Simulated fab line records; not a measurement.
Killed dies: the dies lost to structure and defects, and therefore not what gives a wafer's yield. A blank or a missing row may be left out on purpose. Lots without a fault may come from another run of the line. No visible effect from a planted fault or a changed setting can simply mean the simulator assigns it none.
The tool behind it: which one? ; flow nand-harc ; 20 lots, 60 wafers sampled, at 6 steps of a route of 1302

## WHAT THE GAUGES READ, wafer by wafer
The record holds no reading of a measuring or inspecting step that can be judged against a usual standard deviation.

## WHICH TOOL RAN EACH LOT (tool, then ch and the chambers of the sampled wafers, then the start)
lot;NHARC_A_STAIRCASE_DESCUM_11;NHARC_A_STAIRCASE_ETCH_23;NHARC_A_STAIRCASE_ETCH_203;NHARC_A_STAIRCASE_ETCH_236;NHARC_A_STAIRCASE_DESCUM_270;NHARC_A_STAIRCASE_STRIP_274
L074;rie-diel-10 ch 0,3, day 15 20:07;rie-diel-07 ch 1,3, day 16 13:50 or earlier;rie-diel-07 ch 1,2,3, day 16 13:50 or earlier;rie-diel-11 ch 1,3, day 16 13:50 or earlier;rie-diel-10 ch 0,1,3, day 16 13:50;rie-diel-10 ch 0,1, no start
L076;rie-diel-10 ch 2,3, day 16 00:53;rie-diel-10 ch 0,2, day 16 17:53 or earlier;rie-diel-07 ch 0,1,2, day 16 17:53 or earlier;rie-diel-10 ch 2,3, day 16 17:53 or earlier;rie-diel-10 ch 1,2,3, day 16 17:53;rie-diel-10 ch 0,1, no start
L077;rie-diel-07 ch 0,1, day 17 06:54;rie-diel-10 ch 1,2, day 18 03:39 or earlier;rie-diel-11 ch 1,3, day 18 03:39 or earlier;rie-diel-07 ch 1,2,3, day 18 03:39 or earlier;rie-diel-07 ch 0,1,2, day 18 03:39;rie-diel-07 ch 0,1,2, no start
L079;rie-diel-10 ch 2,3, day 17 11:46;rie-diel-10 ch 0,1,3, day 18 07:10 or earlier;rie-diel-10 ch 1,2, day 18 07:10 or earlier;rie-diel-11 ch 2,3, day 18 07:10 or earlier;rie-diel-07 ch 0,1,3, day 18 07:10;rie-diel-07 ch 1,2,3, no start
L080;rie-diel-11 ch 2,3, day 18 07:49;rie-diel-11 ch 0,2, day 19 01:11 or earlier;rie-diel-10 ch 0,3, day 19 01:11 or earlier;rie-diel-11 ch 0,2, day 19 01:11 or earlier;rie-diel-11 ch 1,2,3, day 19 01:11;rie-diel-10 ch 1,2, day 19 03:29
L081;rie-diel-07 ch 0,2,3, day 18 22:18;rie-diel-07 ch 1,2,3, day 19 17:47 or earlier;rie-diel-07 ch 0,1,2, day 19 17:47 or earlier;rie-diel-07 ch 0,1, day 19 17:47 or earlier;rie-diel-11 ch 1,2, day 19 17:47;rie-diel-11 ch 0,1,3, no start
L082;rie-diel-11 ch 0,2,3, day 19 00:46;rie-diel-07 ch 0,1,2, day 19 17:09 or earlier;rie-diel-10 ch 0,2, day 19 17:09 or earlier;rie-diel-10 ch 0,1,3, day 19 17:09 or earlier;rie-diel-07 ch 0,3, day 19 17:09;rie-diel-07 ch 1,2,3, no start
L084;rie-diel-07 ch 1,2,3, day 19 12:55;rie-diel-10 ch 0,1,3, day 20 05:41 or earlier;rie-diel-10 ch 1,2,3, day 20 05:41 or earlier;rie-diel-10 ch 0,1, day 20 05:41 or earlier;rie-diel-11 ch 1,2,3, day 20 05:41;rie-diel-11 ch 1,2,3, no start
L083;rie-diel-11 ch 0,1,2, day 19 13:03;rie-diel-07 ch 0,1,2, day 20 06:22 or earlier;rie-diel-11 ch 0,2,3, day 20 06:22 or earlier;rie-diel-11 ch 0,1,2, day 20 06:22 or earlier;rie-diel-10 ch 0,1,3, day 20 06:22;rie-diel-10 ch 0,2,3, no start
L085;rie-diel-11 ch 0,2,3, day 20 01:03;rie-diel-07 ch 0,2, day 20 22:08 or earlier;rie-diel-07 ch 1,2, day 20 22:08 or earlier;rie-diel-07 ch 1,2,3, day 20 22:08 or earlier;rie-diel-10 ch 1,2,3, day 20 22:08;rie-diel-10 ch 2,3, no start
L088;rie-diel-10 ch 1,3, day 21 12:42;rie-diel-10 ch 0,2, day 22 03:47 or earlier;rie-diel-11 ch 1,2, day 22 03:47 or earlier;rie-diel-11 ch 0,1,2, day 22 03:47 or earlier;rie-diel-11 ch 0,2,3, day 22 03:47;rie-diel-11 ch 1,2,3, no start
L089;rie-diel-10 ch 0,1,2, day 21 20:52;rie-diel-11 ch 1,2,3, day 22 12:28 or earlier;rie-diel-07 ch 1,2,3, day 22 12:28 or earlier;rie-diel-10 ch 1,2,3, day 22 12:28 or earlier;rie-diel-10 ch 0,1,3, day 22 12:28;rie-diel-10 ch 0,1,2, no start
L090;rie-diel-10 ch 1,2, day 22 10:42;rie-diel-11 ch 0,1, day 23 06:26 or earlier;rie-diel-07 ch 2,3, day 23 06:26 or earlier;rie-diel-11 ch 1,2, day 23 06:26 or earlier;rie-diel-11 ch 1,2, day 23 06:26;rie-diel-11 ch 0,1,2, no start
L091;rie-diel-07 ch 1,2,3, day 22 23:17;rie-diel-10 ch 0,1, day 23 17:01 or earlier;rie-diel-11 ch 2,3, day 23 17:01 or earlier;rie-diel-07 ch 1,3, day 23 17:01 or earlier;rie-diel-11 ch 0,1,3, day 23 17:01;rie-diel-11 ch 0,1, no start
L093;rie-diel-07 ch 1,2, day 23 05:05;rie-diel-11 ch 0,2,3, day 24 00:22 or earlier;rie-diel-10 ch 0,1,2, day 24 00:22 or earlier;rie-diel-07 ch 0,1,2, day 24 00:22 or earlier;rie-diel-10 ch 0,3, day 24 00:22;rie-diel-10 ch 0,3, no start
L092;rie-diel-10 ch 0,1,3, day 23 05:15;rie-diel-10 ch 0,1,2, day 23 22:26 or earlier;rie-diel-07 ch 0,2, day 23 22:26 or earlier;rie-diel-10 ch 2,3, day 23 22:26 or earlier;rie-diel-11 ch 0,1,3, day 23 22:26;rie-diel-11 ch 0,1,3, no start
L094;rie-diel-10 ch 1,2,3, day 23 15:00;rie-diel-10 ch 1,2, day 24 09:14 or earlier;rie-diel-11 ch 1,3, day 24 09:14 or earlier;rie-diel-07 ch 0,1,2, day 24 09:14 or earlier;rie-diel-10 ch 0,2, day 24 09:14;rie-diel-10 ch 1,2, no start
L095;rie-diel-11 ch 0,2,3, day 24 09:54;rie-diel-11 ch 1,3, day 25 01:32 or earlier;rie-diel-10 ch 1,3, day 25 01:32 or earlier;rie-diel-11 ch 1,3, day 25 01:32 or earlier;rie-diel-07 ch 0,2,3, day 25 01:32;rie-diel-07 ch 0,1,3, no start
L096;rie-diel-10 ch 0,3, day 24 16:59;rie-diel-11 ch 0,1,2, day 25 10:28 or earlier;rie-diel-07 ch 0,1,2, day 25 10:28 or earlier;rie-diel-11 ch 0,2,3, day 25 10:28 or earlier;rie-diel-07 ch 2,3, day 25 10:28;rie-diel-07 ch 0,1,3, no start
L097;rie-diel-10 ch 1,2,3, day 24 23:56;rie-diel-10 ch 1,2, day 25 15:46 or earlier;rie-diel-07 ch 0,2, day 25 15:46 or earlier;rie-diel-10 ch 0,1,3, day 25 15:46 or earlier;rie-diel-11 ch 0,1,3, day 25 15:46;rie-diel-11 ch 0,1,3, no start
- NHARC_A_STAIRCASE_DESCUM_11: chemistry O2, time 3 s.
- NHARC_A_STAIRCASE_ETCH_23: etches the open film in C4F8/O2, target depth 100 nm, time 40.5 s.
- NHARC_A_STAIRCASE_ETCH_203: etches the open film in C4F8/O2, target depth 100 nm, time 40.5 s.
- NHARC_A_STAIRCASE_ETCH_236: etches the open film in C4F8/O2, target depth 100 nm, time 40.5 s.
- NHARC_A_STAIRCASE_DESCUM_270: chemistry O2, time 3 s.
- NHARC_A_STAIRCASE_STRIP_274: strips in O2.

## AS READ BY THE TOOLS THEMSELVES (means over the sampled wafers that have a number; for cases with no such wafer, the mark the record gives instead)
NHARC_A_STAIRCASE_DESCUM_11.
lot;tool;chamber-pressure-mTorr (mTorr);drypump-motor-current-A (A);o2-flow-sccm (sccm);oes-product-au (a.u.);rf-vpp-V (V);showerhead-plenum-p-Torr (Torr);throttle-valve-pct (%)
L074;rie-diel-10;60.00;6.2;199.4;0.997;56.9;1.93;11.307
L076;rie-diel-10;60.00;5.7;199.7;1.010;57.2;1.83;11.315
L077;rie-diel-07;60.00;5.9;199.7;0.985;56.5;1.90;11.310
L079;rie-diel-10;59.96;5.7;200.5;1.007;58.1;1.83;11.316
L080;rie-diel-11;60.01;5.8;199.5;1.006;57.9;1.88;11.313
L081;rie-diel-07;60.03;5.7;199.8;1.006;56.4;1.85;11.311
L082;rie-diel-11;59.99;5.7;200.0;1.005;57.8;1.94;11.313
L084;rie-diel-07;60.01;6.0;199.6;1.001;57.5;1.86;11.299
L083;rie-diel-11;59.99;5.7;200.5;1.013;58.5;1.94;11.303
L085;rie-diel-11;60.02;5.7;199.7;1.002;58.1;1.94;11.312
L088;rie-diel-10;59.96;6.1;199.7;1.005;57.6;1.90;11.307
L089;rie-diel-10;60.03;5.9;200.3;1.014;58.1;1.93;11.319
L090;rie-diel-10;60.06;5.9;200.4;0.998;57.3;1.92;11.308
L091;rie-diel-07;60.02;6.0;199.3;0.989;57.3;1.85;11.306
L093;rie-diel-07;59.96;5.9;200.9;1.008;58.7;1.82;11.313
L092;rie-diel-10;59.94;6.2;199.9;1.016;58.1;1.89;11.322
L094;rie-diel-10;59.97;5.9;200.3;1.014;58.1;1.95;11.320
L095;rie-diel-11;60.00;5.7;200.1;0.999;58.0;1.93;11.314
L096;rie-diel-10;60.04;6.2;200.4;1.013;57.2;1.89;11.304
L097;rie-diel-10;59.97;5.9;199.8;1.010;57.4;1.94;11.308

NHARC_A_STAIRCASE_ETCH_23.
lot;tool;chamber-pressure-mTorr (mTorr);oes-product-au (a.u.);rf-vpp-V (V)
L074;rie-diel-07;25.007;0.933;894
L076;rie-diel-10;25.008;0.952;893
L077;rie-diel-10;24.995;0.957;891
L079;rie-diel-10;24.977;0.937;894
L080;rie-diel-11;24.984;0.953;898
L081;rie-diel-07;25.002;0.943;893
L082;rie-diel-07;25.006;0.926;892
L084;rie-diel-10;25.004;0.958;894
L083;rie-diel-07;25.008;0.949;893
L085;rie-diel-07;24.991;0.943;891
L088;rie-diel-10;24.998;0.958;901
L089;rie-diel-11;25.010;0.959;896
L090;rie-diel-11;24.992;0.939;901
L091;rie-diel-10;25.016;0.959;894
L093;rie-diel-11;24.990;0.946;898
L092;rie-diel-10;25.001;0.956;898
L094;rie-diel-10;25.008;0.948;901
L095;rie-diel-11;25.006;0.957;897
L096;rie-diel-11;25.000;0.950;896
L097;rie-diel-10;24.981;0.949;896

NHARC_A_STAIRCASE_ETCH_203.
lot;tool;chamber-pressure-mTorr (mTorr);oes-product-au (a.u.);rf-vpp-V (V)
L074;rie-diel-07;24.998;0.950;893
L076;rie-diel-07;25.000;0.936;893
L077;rie-diel-11;25.016;0.949;900
L079;rie-diel-10;25.003;0.948;889
L080;rie-diel-10;24.979;0.943;895
L081;rie-diel-07;25.016;0.938;894
L082;rie-diel-10;25.008;0.958;902
L084;rie-diel-10;24.997;0.955;898
L083;rie-diel-11;24.990;0.954;898
L085;rie-diel-07;24.992;0.933;891
L088;rie-diel-11;25.003;0.949;893
L089;rie-diel-07;25.015;0.939;893
L090;rie-diel-07;24.966;0.935;889
L091;rie-diel-11;24.980;0.960;893
L093;rie-diel-10;24.987;0.950;897
L092;rie-diel-07;25.029;0.945;891
L094;rie-diel-11;24.976;0.950;898
L095;rie-diel-10;24.998;0.947;893
L096;rie-diel-07;25.002;0.958;891
L097;rie-diel-07;25.014;0.940;890

NHARC_A_STAIRCASE_ETCH_236.
lot;tool;chamber-pressure-mTorr (mTorr);oes-product-au (a.u.);rf-vpp-V (V)
L074;rie-diel-11;25.007;0.943;899
L076;rie-diel-10;25.019;0.951;891
L077;rie-diel-07;24.988;0.937;892
L079;rie-diel-11;25.008;0.958;894
L080;rie-diel-11;24.978;0.956;895
L081;rie-diel-07;24.984;0.944;895
L082;rie-diel-10;25.003;0.942;895
L084;rie-diel-10;24.981;0.945;893
L083;rie-diel-11;25.005;0.951;897
L085;rie-diel-07;25.017;0.953;892
L088;rie-diel-11;25.016;0.950;897
L089;rie-diel-10;25.004;0.949;899
L090;rie-diel-11;24.991;0.959;895
L091;rie-diel-07;25.016;0.949;894
L093;rie-diel-07;25.016;0.938;892
L092;rie-diel-10;24.989;0.958;900
L094;rie-diel-07;24.997;0.940;891
L095;rie-diel-11;25.006;0.953;898
L096;rie-diel-11;25.008;0.954;897
L097;rie-diel-10;25.022;0.947;894

NHARC_A_STAIRCASE_DESCUM_270.
lot;tool;chamber-pressure-mTorr (mTorr);drypump-motor-current-A (A);o2-flow-sccm (sccm);oes-product-au (a.u.);rf-vpp-V (V);showerhead-plenum-p-Torr (Torr);throttle-valve-pct (%)
L074;rie-diel-10;60.03;6.2;199.6;1.006;57.0;1.90;11.306
L076;rie-diel-10;60.09;5.9;200.4;1.006;57.3;1.86;11.298
L077;rie-diel-07;60.02;5.7;200.2;1.004;58.1;1.86;11.312
L079;rie-diel-07;59.99;5.8;200.3;1.003;57.1;1.89;11.319
L080;rie-diel-11;59.94;6.1;200.4;1.008;58.4;1.92;11.311
L081;rie-diel-11;60.02;5.8;199.8;1.007;57.7;1.87;11.309
L082;rie-diel-07;60.01;5.7;199.6;1.005;57.7;1.88;11.304
L084;rie-diel-11;60.07;6.1;200.3;1.007;57.3;1.91;11.315
L083;rie-diel-10;60.02;6.2;199.8;1.000;57.0;1.89;11.308
L085;rie-diel-10;60.02;5.9;200.1;1.005;57.1;1.95;11.309
L088;rie-diel-11;59.98;5.7;199.9;1.000;57.2;1.94;11.308
L089;rie-diel-10;60.04;6.2;199.6;1.008;58.1;1.89;11.312
L090;rie-diel-11;60.03;6.1;200.7;1.008;57.4;1.90;11.309
L091;rie-diel-11;60.02;6.0;199.6;1.004;58.5;1.97;11.309
L093;rie-diel-10;59.98;6.2;200.4;1.008;58.0;1.91;11.318
L092;rie-diel-11;59.96;6.0;199.4;1.013;57.5;1.97;11.308
L094;rie-diel-10;60.06;5.8;199.8;1.018;57.9;2.00;11.306
L095;rie-diel-07;59.98;5.7;200.2;0.991;58.0;1.83;11.314
L096;rie-diel-07;59.99;5.9;200.0;0.991;57.6;1.83;11.314
L097;rie-diel-11;60.02;6.0;200.3;1.009;58.3;1.97;11.307

NHARC_A_STAIRCASE_STRIP_274.
lot;tool;chamber-pressure-mTorr (mTorr);drypump-motor-current-A (A);o2-flow-sccm (sccm);oes-product-au (a.u.);rf-vpp-V (V);showerhead-plenum-p-Torr (Torr);throttle-valve-pct (%)
L074;rie-diel-10;59.95;6.2;501.5;1.002;58.1;3.46;17.040
L076;rie-diel-10;60.05;6.2;500.7;0.995;57.7;3.46;17.034
L077;rie-diel-07;59.95;5.7;500.3;1.002;58.4;3.44;17.040
L079;rie-diel-07;59.97;6.0;499.1;0.999;57.3;3.44;17.034
L080;rie-diel-10;59.97;5.7;500.8;1.003;57.9;3.69;17.043
L081;rie-diel-11;59.99;6.0;500.6;1.011;58.3;3.65;17.029
L082;rie-diel-07;60.00;6.0;499.6;0.989;56.9;3.43;17.042
L084;rie-diel-11;60.03;6.1;499.8;1.007;58.6;3.53;17.049
L083;rie-diel-10;59.96;6.0;500.6;1.012;58.1;3.61;17.028
L085;rie-diel-10;59.97;5.7;500.9;1.018;58.1;3.72;17.035
L088;rie-diel-11;60.02;6.1;499.6;1.004;57.7;3.52;17.038
L089;rie-diel-10;59.97;6.0;500.2;1.011;57.2;3.56;17.033
L090;rie-diel-11;60.00;5.7;500.8;1.015;57.7;3.55;17.034
L091;rie-diel-11;60.04;5.7;499.3;1.013;58.3;3.67;17.033
L093;rie-diel-10;60.03;6.2;500.6;1.011;57.6;3.52;17.032
L092;rie-diel-11;60.03;6.0;501.9;1.013;58.3;3.63;17.037
L094;rie-diel-10;59.99;5.9;499.7;1.001;57.3;3.53;17.042
L095;rie-diel-07;59.99;5.8;500.0;0.994;57.6;3.46;17.037
L096;rie-diel-07;59.99;5.8;500.7;0.995;57.2;3.46;17.042
L097;rie-diel-11;60.00;6.0;499.4;1.012;57.6;3.62;17.040

## THE ANSWER, worked out from the rows above alone
Rule: usual is defined by the lots themselves. The widest of any qualifying gaps counts: lots, ordered by their means at a reading, are off when they make up no more than a third of the lots, leave a main group of 4 or more, and stand apart from it by 3 or more times the standard deviation of that group's means. A main group is skipped when, at the precision printed for the reading in the tables above, its means are all equal. Also off: a lot with no number at a reading for which 4 or more lots have one. Where the step has rows for the other lots, those lots are counted as sound. First the gauges in route order, then the tools' own readings, where a lot's mean is used as printed above. The first step at which some lot is off is used, and at that step the reading that is off furthest; a lot without a number counts as furthest.
No lot is off on any of the readings shown, so nothing can be concluded from this.

## WHAT THE SIMULATOR PUT IN
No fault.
